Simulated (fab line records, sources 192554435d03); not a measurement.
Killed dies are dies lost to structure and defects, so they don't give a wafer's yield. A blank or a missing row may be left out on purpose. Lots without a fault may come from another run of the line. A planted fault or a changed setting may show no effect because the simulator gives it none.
Which tool did it? | flow n5_finfet | 12 lots, 35 wafers sampled, at 4 steps of a route of 1938

WHAT THE GAUGES READ, wafer by wafer
The record holds no reading of a measuring or inspecting step that can be judged against a usual standard deviation.

WHICH TOOL RAN EACH LOT (tool, then ch and the chambers of the sampled wafers, then the start)
lot  | N5_BEOL_M12_DEGAS_41         | N5_BEOL_M12_SPUTTER_45       | N5_BEOL_M12_CMP_49            | N5_BEOL_M13_ILD_DEP_00
L875 | pvd_sputter-02, day 10 21:15 | pvd_sputter-02, day 10 21:29 | cmp-03 ch 0,1, day 10 22:19   | pecvd-02 ch 0,2, day 10 22:45
L877 | pvd_sputter-02, day 11 02:58 | pvd_sputter-02, day 11 03:13 | cmp-02 ch 0,3, day 11 04:07   | pecvd-01 ch 0,1, day 11 04:36
L878 | pvd_sputter-03, day 11 03:12 | pvd_sputter-03, day 11 03:26 | cmp-01 ch 1,2, day 11 04:16   | pecvd-03 ch 1,2, day 11 04:45
L883 | pvd_sputter-01, day 12 08:20 | pvd_sputter-01, day 12 08:34 | cmp-02 ch 0,2,3, day 12 09:08 | pecvd-02 ch 0,1,2, day 12 09:37
L885 | pvd_sputter-03, day 13 01:05 | pvd_sputter-03, day 13 01:20 | cmp-03 ch 0,2,3, day 13 02:01 | pecvd-01 ch 0,1,2, day 13 02:26
L888 | pvd_sputter-03, day 14 06:06 | pvd_sputter-03, day 14 06:20 | cmp-01 ch 2,3, day 14 06:56   | pecvd-01 ch 0,1,2, day 14 07:26
L893 | pvd_sputter-03, day 16 06:16 | pvd_sputter-03, day 16 06:30 | cmp-03 ch 0,1,2, day 16 07:47 | pecvd-02 ch 0,1,2, day 16 08:14
L894 | pvd_sputter-01, day 17 03:58 | pvd_sputter-01, day 17 04:13 | cmp-03 ch 2,3, day 17 05:02   | pecvd-02 ch 0,1,2, day 17 05:33
L895 | pvd_sputter-01, day 17 11:54 | pvd_sputter-01, day 17 12:08 | cmp-01 ch 1,3, day 17 12:44   | pecvd-01 ch 0,1,2, day 17 13:11
L897 | pvd_sputter-01, day 17 13:19 | pvd_sputter-01, day 17 13:34 | cmp-01 ch 1,2, day 17 14:07   | pecvd-03 ch 0,1,2, day 17 14:36
L898 | pvd_sputter-03, day 18 14:04 | pvd_sputter-03, day 18 19:14 | cmp-01 ch 0,2, day 18 19:51   | pecvd-03 ch 1,2, day 18 20:18
L896 | pvd_sputter-01, day 18 23:25 | pvd_sputter-01, day 18 23:40 | cmp-03 ch 0,2,3, day 19 00:15 | pecvd-02 ch 0,1, day 19 00:42
- N5_BEOL_M12_DEGAS_41: time 60 s.
- N5_BEOL_M12_SPUTTER_45: material Cu, target thk 80 nm, time 13.33 s.
- N5_BEOL_M12_CMP_49: polishes, stops on SiOC, t overpolish 20.6 s, target thk 320 nm.
- N5_BEOL_M13_ILD_DEP_00: deposits SiOC from DEMS/O2, target thk 837.92 nm, time 166.4 s.

WHAT THE TOOLS THEMSELVES READ (means of the sampled wafers that have a number; where no wafer has one, the mark that the record gives instead)
N5_BEOL_M12_DEGAS_41.
lot  | tool           | heater_power_w (W)
L875 | pvd_sputter-02 | 313
L877 | pvd_sputter-02 | 343
L878 | pvd_sputter-03 | 386
L883 | pvd_sputter-01 | 314
L885 | pvd_sputter-03 | 378
L888 | pvd_sputter-03 | 376
L893 | pvd_sputter-03 | 318
L894 | pvd_sputter-01 | 317
L895 | pvd_sputter-01 | 323
L897 | pvd_sputter-01 | 327
L898 | pvd_sputter-03 | 349
L896 | pvd_sputter-01 | 316

N5_BEOL_M12_SPUTTER_45.
lot  | tool           | throttle_valve_pct (%)
L875 | pvd_sputter-02 | 30.9
L877 | pvd_sputter-02 | 30.1
L878 | pvd_sputter-03 | 28.7
L883 | pvd_sputter-01 | 31.6
L885 | pvd_sputter-03 | 28.9
L888 | pvd_sputter-03 | 28.5
L893 | pvd_sputter-03 | 29.4
L894 | pvd_sputter-01 | 31.3
L895 | pvd_sputter-01 | 31.2
L897 | pvd_sputter-01 | 31.5
L898 | pvd_sputter-03 | 29.6
L896 | pvd_sputter-01 | 31.7

N5_BEOL_M12_CMP_49.
lot  | tool   | barrier_field_endpoint_s (s) | head_pressure_psi (psi) | motor_current_A (A) | overpolish_run_s (s)
L875 | cmp-03 | 30.2                         | 0.9985                  | 5.2                 | 20.606
L877 | cmp-02 | 30.8                         | 0.9988                  | 6.7                 | 20.594
L878 | cmp-01 | 29.9                         | 1.0000                  | 6.1                 | 20.591
L883 | cmp-02 | 30.2                         | 1.0001                  | 6.6                 | 20.605
L885 | cmp-03 | 40.8                         | 0.8373                  | 5.9                 | 15.290
L888 | cmp-01 | 30.3                         | 0.9985                  | 6.3                 | 20.602
L893 | cmp-03 | 29.7                         | 0.9987                  | 5.2                 | 20.596
L894 | cmp-03 | 30.9                         | 1.0013                  | 6.0                 | 20.601
L895 | cmp-01 | 30.0                         | 1.0004                  | 6.4                 | 20.601
L897 | cmp-01 | 30.2                         | 0.9989                  | 6.0                 | 20.604
L898 | cmp-01 | 31.4                         | 0.9988                  | 6.5                 | 20.601
L896 | cmp-03 | 30.8                         | 0.9995                  | 6.1                 | 20.596

N5_BEOL_M13_ILD_DEP_00.
lot  | tool     | heater_power_w (W) | showerhead_plenum_p_Torr (Torr) | throttle_valve_pct (%)
L875 | pecvd-02 | 509                | 5.683                           | 10.8
L877 | pecvd-01 | 468                | 5.705                           | 11.6
L878 | pecvd-03 | 394                | 5.702                           | 11.1
L883 | pecvd-02 | 519                | 5.683                           | 11.7
L885 | pecvd-01 | 493                | 5.699                           | 11.7
L888 | pecvd-01 | 474                | 5.693                           | 11.6
L893 | pecvd-02 | 551                | 5.689                           | 11.7
L894 | pecvd-02 | 527                | 5.689                           | 11.7
L895 | pecvd-01 | 535                | 5.692                           | 11.6
L897 | pecvd-03 | 461                | 5.705                           | 12.1
L898 | pecvd-03 | 406                | 5.702                           | 11.3
L896 | pecvd-02 | 534                | 5.693                           | 12.0

THE ANSWER, worked out from the rows above alone
Rule: what is usual is taken from the lots themselves. Put in order of their means at a reading, lots are off if they are a third of the lots or fewer, leave a main group of 4 or more, and stand apart from it by a gap of 3 or more times the standard deviation of the main group's means; of several such gaps the widest counts. A main group whose means are all the same, to the digits that the tables above print for the reading, isn't used. A lot without any number at a reading at which 4 lots or more have one is off too. The other lots that the step has rows for count as sound. The gauges are gone through in route order, then the tools' own readings, and for those a lot's mean is taken as printed above. The first step at which some lot is off is used, and at that step the reading that is off furthest; a lot without a number counts as furthest.
Off: L885, at N5_BEOL_M12_CMP_49 (overpolish_run_s). The main group: mean 20.600 s, standard deviation 0.0046.
A tool fits if, at that step or a process step before it, it ran every lot that is off, and no sound lot after the first of them. None of those tried fits.

WHAT THE SIMULATOR HAD PUT IN
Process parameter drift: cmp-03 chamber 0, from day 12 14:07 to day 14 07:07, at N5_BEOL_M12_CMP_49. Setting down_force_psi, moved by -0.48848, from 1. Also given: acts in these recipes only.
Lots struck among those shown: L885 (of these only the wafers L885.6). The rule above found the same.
